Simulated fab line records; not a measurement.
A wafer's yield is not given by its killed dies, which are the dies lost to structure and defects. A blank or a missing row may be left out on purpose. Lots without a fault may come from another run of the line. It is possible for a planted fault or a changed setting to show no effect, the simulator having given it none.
A struck lot beside a sound one ; flow nand_harc ; 38 out of 1302 route steps
Sound: these wafers, L762.1, L762.4, L762.6. Struck: wafers L751.1, L751.2, L751.4. The cause comes at the end.
For every step that has rows: the tool of each side, followed by ch and its chambers, followed by its first start. Under that, the readings that differ: sound wafers ; struck wafers ; difference of the means ; sigmas: that difference in standard deviations of wafers without a fault.
alike: same words and numbers on both sides, and readings whose means sit less than 2 such deviations apart. not compared: any withheld reading, any reading some wafer has no value for, any bound like >300 that may hide the same value, and any number with overlapping values for which the record gives no deviation.
The two part at a step that has a row with sigmas, a row that says differs or no value, or rows on one side only. Numbers that don't overlap but have no deviation are shown without sigmas and don't part them. A reading missing from all wafers of one side parts the sides only when that side holds two or more wafers.

first, 10 steps without rows for these wafers: NHARC_A_CHANNEL_HOLE_D2_DEP_00 (deposits aC, target thk 3100 nm); NHARC_A_CHANNEL_HOLE_D2_DEP_01 (deposits SiON, target thk 140 nm); NHARC_A_CHANNEL_HOLE_D2_DEHYDRATE_02 (time 120 s); NHARC_A_CHANNEL_HOLE_D2_HMDS_03 (time 30 s); NHARC_A_CHANNEL_HOLE_D2_COAT_36 (time 75 s); NHARC_A_CHANNEL_HOLE_D2_COAT_37 (time 65 s); NHARC_A_CHANNEL_HOLE_D2_COAT_04 (resist thk 90 nm); NHARC_A_CHANNEL_HOLE_D2_SOFTBAKE_05 (time 55 s); NHARC_A_CHANNEL_HOLE_D2_EBR_06; NHARC_A_CHANNEL_HOLE_D2_EXPOSE_07 (exposes mask HOLE D2, target cd 100 nm).
NHARC_A_CHANNEL_HOLE_D2_PEB_08: peb time 65 s.
  sound on litho_track-01 ch 0, day 22 11:56; struck on litho_track-04 ch 0, day 17 10:28
reading;sound;struck;difference;sigmas
heater_power_total_W (W);156.1 157.2 157.1;174.7 175.2 174.7;+18.1;+44
then, 1 step without rows for these wafers: NHARC_A_CHANNEL_HOLE_D2_DEVELOP_09 (develop time 35 s).
NHARC_A_CHANNEL_HOLE_D2_CD_MEAS_10 targets a cd of 100 nm.
  sound on cd_sem-03 ch 0, day 22 12:01; struck on cd_sem-01 ch 0
reading;sound;struck;difference;sigmas
cd_nm (nm);99.0 99.2 99.0;92.8 93.0 93.8;-5.9;-11
  not compared: hold
NHARC_A_CHANNEL_HOLE_D2_DESCUM_15: chemistry O2, time 3 s.
  sound on rie_diel-10 ch 2,3, day 22 12:13; struck on rie_diel-11 ch 1,2,3, day 17 16:50
reading;sound;struck;difference;sigmas
model.A_CHANNEL_HOLE_D2.cd_nm (nm);99.07 98.82 99.06;92.83 93.29 93.75;-5.69;
  alike: drypump_motor_current_A, oes_product_au, rf_vpp_V, showerhead_plenum_p_Torr, throttle_valve_pct
  not compared: rf_hours_counter_h
then, 16 steps without rows for these wafers: NHARC_A_CHANNEL_HOLE_D2_ETCH_38 (etches the open film in CF4, target depth 39 nm, time 65 s); NHARC_A_CHANNEL_HOLE_D2_ETCH_39 (etches the open film in N2/H2, target depth 260 nm, time 325 s); NHARC_A_CHANNEL_HOLE_D2_ETCH_34 (etches the open film in CF4/CHF3, target depth 154 nm, time 77 s); NHARC_A_CHANNEL_HOLE_D2_ETCH_16 (etches the open film in O2/COS, target depth 3100 nm, time 806 s); NHARC_A_CHANNEL_HOLE_D2_ETCH_19 (etches the open film in C4F8/O2/Ar, time 34.5 s); NHARC_A_CHANNEL_HOLE_D2_ETCH_20 (etches the open film in C4F8/O2/Ar, time 361.9 s, target depth 1600 nm); NHARC_A_CHANNEL_HOLE_D2_ETCH_21 (etches the open film in C4F8/O2/Ar, time 514.3 s, target depth 1600 nm); NHARC_A_CHANNEL_HOLE_D2_ETCH_22 (etches the open film in C4F8/O2/Ar, time 666.7 s, target depth 1600 nm); NHARC_A_CHANNEL_HOLE_D2_ETCH_23 (etches the open film in C4F8/O2/Ar, time 819 s, target depth 1600 nm); NHARC_A_CHANNEL_HOLE_D2_ETCH_24 (etches the open film in C4F8/O2/Ar, time 906.2 s, target depth 1500 nm); NHARC_A_CHANNEL_HOLE_D2_ETCH_25 (etches the open film in C4F8/O2/Ar, time 1040.2 s, target depth 1500 nm); NHARC_A_CHANNEL_HOLE_D2_ETCH_26 (etches the open film in C4F8/O2/Ar, time 224.1 s, target depth 300 nm); NHARC_A_CHANNEL_HOLE_D2_ETCH_27 (etches the open film in C4F8/O2/Ar, time 90 s, target depth 400 nm); NHARC_A_CHANNEL_HOLE_D2_STRIP_41 (strips in N2/H2); NHARC_A_CHANNEL_HOLE_D2_STRIP_42 (strips in CF4/CHF3); NHARC_A_CHANNEL_HOLE_D2_STRIP_43 (strips in O2/COS).
NHARC_A_CHANNEL_HOLE_D2_ETCH_44: etches the open film in CF4/O2, target depth 140 nm, overetch 14 nm, time 77 s.
  sound on rie_diel-06 ch 1,2, day 22 20:23; struck on rie_diel-10 ch 0,1, day 18 07:59
reading;sound;struck;difference;sigmas
model.A_CHANNEL_HOLE_D2.cd_nm (nm);89.39 90.33 88.79;80.26 83.35 84.4;-6.83;
  alike: drypump_motor_current_A, oes_f_703_au, oes_product_au, rf_vpp_V, showerhead_plenum_p_Torr, throttle_valve_pct
  not compared: rf_hours_counter_h
then, 3 steps without rows for these wafers: NHARC_A_CHANNEL_HOLE_D2_STRIP_28 (strips in O2); NHARC_A_CHANNEL_HOLE_D2_PRECLEAN_29 (cleans in SC1); NHARC_A_CHANNEL_HOLE_D2_SRD_30.
NHARC_A_CHANNEL_HOLE_D2_CD_MEAS_31:
  sound on cd_sem-01, day 22 21:10; struck on cd_sem-03, day 18 09:05
reading;sound;struck;difference;sigmas
cd_nm (nm);88.7 90.6 89.1;80.5 83.6 84.6;-6.6;-5
  not compared: hold
NHARC_A_CHANNEL_HOLE_D2_XSEM_32:
  sound on xsem-02 ch 0, day 22 21:15; struck on xsem-02 ch 0, day 18 14:44
reading;sound;struck;difference;sigmas
hold;- - -;await_dispo/5.5h/release await_dispo/5.5h/release await_dispo/5.5h/release;no value on the sound wafers;
bot_cd_nm (nm);72.9 74.6 72.8;64.0 68.1 69.9;-6.1;-4
bow_nm (nm);9.37 9.37 9.32;8.57 8.67 8.60;-0.74;-3
  alike: tilt_deg
-- jump in the record: it breaks off in module A_CHANNEL_HOLE_D2 and resumes in module END (first step shown: number 1301 of the route), and 11 days separate the struck wafers' starts before and after --
NHARC_END_WLT_00:
  sound on prober-01, day 33 15:50; struck on prober-01, day 29 12:33
reading;sound;struck;difference;sigmas
VT_DECK2_BOTTOM;0.865 0.862 0.864;0.830 0.840 0.849;-0.024;-3
VT_DECK2_BOTTOM_INNER;0.863 0.859 0.863;0.839 0.846 0.843;-0.019;-3
VT_DECK2_MEDIAN_NEAR_BOTTOM;0.862 0.871 0.861;0.834 0.845 0.840;-0.025;-4
VT_DECK2_MEDIAN_NEAR_BOTTOM_INNER;0.862 0.871 0.870;0.833 0.849 0.848;-0.024;-3
VT_DECK2_MIDDLE;0.874 0.882 0.877;0.844 0.864 0.863;-0.021;-3
VT_DECK2_MIDDLE_INNER;0.868 0.881 0.874;0.847 0.867 0.861;-0.016;-2
  alike: VT_DECK1_BOTTOM, VT_DECK1_BOTTOM_INNER, VT_DECK1_MEDIAN_NEAR_BOTTOM, VT_DECK1_MEDIAN_NEAR_BOTTOM_INNER, VT_DECK1_MIDDLE, VT_DECK1_MIDDLE_INNER, VT_DECK1_TOP, VT_DECK1_TOP_INNER, VT_DECK2_TOP, VT_DECK2_TOP_INNER
NHARC_END_SORT_01:
  here the record holds rows for the struck wafers (prober-01 ch 0, day 29 15:35) but none for the sound ones

== WHERE THEY PART ==
At NHARC_A_CHANNEL_HOLE_D2_PEB_08 first; at NHARC_END_SORT_01 last (within this record only).

WHY: the cause the simulator had injected
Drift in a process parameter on litho_track-04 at NHARC_A_CHANNEL_HOLE_D2_PEB_08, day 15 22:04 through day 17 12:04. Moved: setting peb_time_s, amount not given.
